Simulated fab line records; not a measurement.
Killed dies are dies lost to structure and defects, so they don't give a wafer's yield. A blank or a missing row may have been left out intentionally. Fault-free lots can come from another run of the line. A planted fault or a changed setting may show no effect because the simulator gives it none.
A lot that was struck, set against a sound lot -- flow nand-harc -- 15 steps out of a route of 1159
Sound: wafers L265.1, L265.2, L265.6. Struck: wafers L271.4, L271.6 (left out: L271.1, a lot-mate that was not struck); the cause follows at the end.
At each step with rows: each side's tool, then ch and its chambers, then its first start. Under that, the readings that differ: sound wafers -- struck wafers -- difference of the means -- sigmas: that difference in standard deviations of wafers without a fault.
alike: readings whose means differ by less than 2 such deviations, and words and numbers that are the same on both sides. not compared: withheld readings, readings that some wafer has no value for, bounds like >300 that may hide the same value, and numbers for which the record gives no deviation and whose values overlap.
Wherever a step has rows on one side only, a row that says differs or no value, or a row with sigmas, the two part there. Numbers that don't overlap but have no deviation are shown without sigmas and don't part them. A reading that every wafer of one side lacks parts them only if that side has two wafers or more.

first, 1 step without rows for these wafers: NHARC_P_CONTACT_DESCUM_17 (chemistry O2, time 3 s).
NHARC_P_CONTACT_ETCH_35: etches the open film in CF4, target depth 39 nm, time 65 s.
  sound on rie-diel-06 ch 0,1,2, day 5 14:44; struck on rie-diel-05 ch 0,2, day 7 01:20
  alike: drypump-motor-current-A, oes-product-au, rf-vpp-V, showerhead-plenum-p-Torr, throttle-valve-pct
  not compared: rf-hours-counter-h
then, 3 steps without rows for these wafers: NHARC_P_CONTACT_ETCH_36 (etches the open film in N2/H2, target depth 260 nm, time 406.25 s); NHARC_P_CONTACT_ETCH_18 (etches the open film in C4F8/O2/Ar, target depth 481 nm, time 240.5 s); NHARC_P_CONTACT_STRIP_37 (strips in C4F8/O2/Ar).
NHARC_P_CONTACT_ETCH_31: etches the open film in CH3F/O2, target depth 30 nm, time 85.7 s.
  sound on rie-diel-06 ch 0,1; struck on rie-diel-05 ch 3
  alike: drypump-motor-current-A, o2-flow-sccm, oes-product-au, rf-vpp-V, showerhead-plenum-p-Torr, throttle-valve-pct
  not compared: rf-hours-counter-h
NHARC_P_CONTACT_CD_MEAS_19:
  struck on cd-sem-01, day 7 02:08; sound on cd-sem-02, day 5 15:31
  alike: cd-nm
NHARC_P_CONTACT_STRIP_28: strips in O2.
  sound on rie-diel-06 ch 0,2, day 5 15:37; struck on rie-diel-06 ch 1, day 7 02:13
  alike: drypump-motor-current-A, o2-flow-sccm, oes-product-au, rf-vpp-V, showerhead-plenum-p-Torr, throttle-valve-pct
  not compared: rf-hours-counter-h
then, 1 step without rows for these wafers: NHARC_P_CONTACT_STRIP_29 (strips in post etch residue remover, time 1200 s).
NHARC_P_CONTACT_DEGAS_38: time 60 s.
  struck on pvd-sputter-01, day 7 02:51; sound on pvd-sputter-01, day 5 16:14
  alike: heater-power-w
then, 2 steps without rows for these wafers: NHARC_P_CONTACT_PRE_CLEAN_39 (time 19.5 s); NHARC_P_CONTACT_PVD_32 (deposits Ti, target thk 5 nm, time 17.7 s).
NHARC_P_CONTACT_ALD_22: deposits TiN, target thk 3 nm, pulse time 1 s, ald cycles 150.
  sound on ald-metal-01 ch 1,2, day 5 16:29; struck on ald-metal-04 ch 0, day 7 03:06
reading,sound,struck,difference,sigmas
ald-cycles,150 150 150,72 72,-78,
heater-power-w (W),1162 1177 1165,938 901,-248,-2
  alike: precursor-pulse-height-rel
NHARC_P_CONTACT_CVD_23: deposits W, target thk 200 nm, time 557 s.
  sound on cvd-w-02 ch 0,1; struck on cvd-w-02 ch 0,1
  alike: heater-power-w, throttle-valve-pct
-- the record jumps here: 14 days lie between the struck wafers' starts before and after (it left off in module P_CONTACT and takes up again in module END, whose first step shown is number 1159 of the route) --
NHARC_END_SORT_01:
  sound on prober-01 ch 0, day 20 04:41; struck on prober-01 ch 0, day 21 04:40
reading,sound,struck,difference,sigmas
killed-at-periphery,2 2 1,657 655,+654,+99 or more
killed-dies,23 33 20,677 677,+652,+54
  alike: killed-at-array, killed-at-other, killed-open, killed-short

WHERE THEY PART
Last at NHARC_END_SORT_01 as far as this record goes, first at NHARC_P_CONTACT_ALD_22.

WHY: whatever the simulator had introduced
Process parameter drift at NHARC_P_CONTACT_ALD_22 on ald-metal-04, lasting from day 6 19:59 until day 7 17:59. Setting ald-cycles shifted by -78 from 150. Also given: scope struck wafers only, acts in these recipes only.
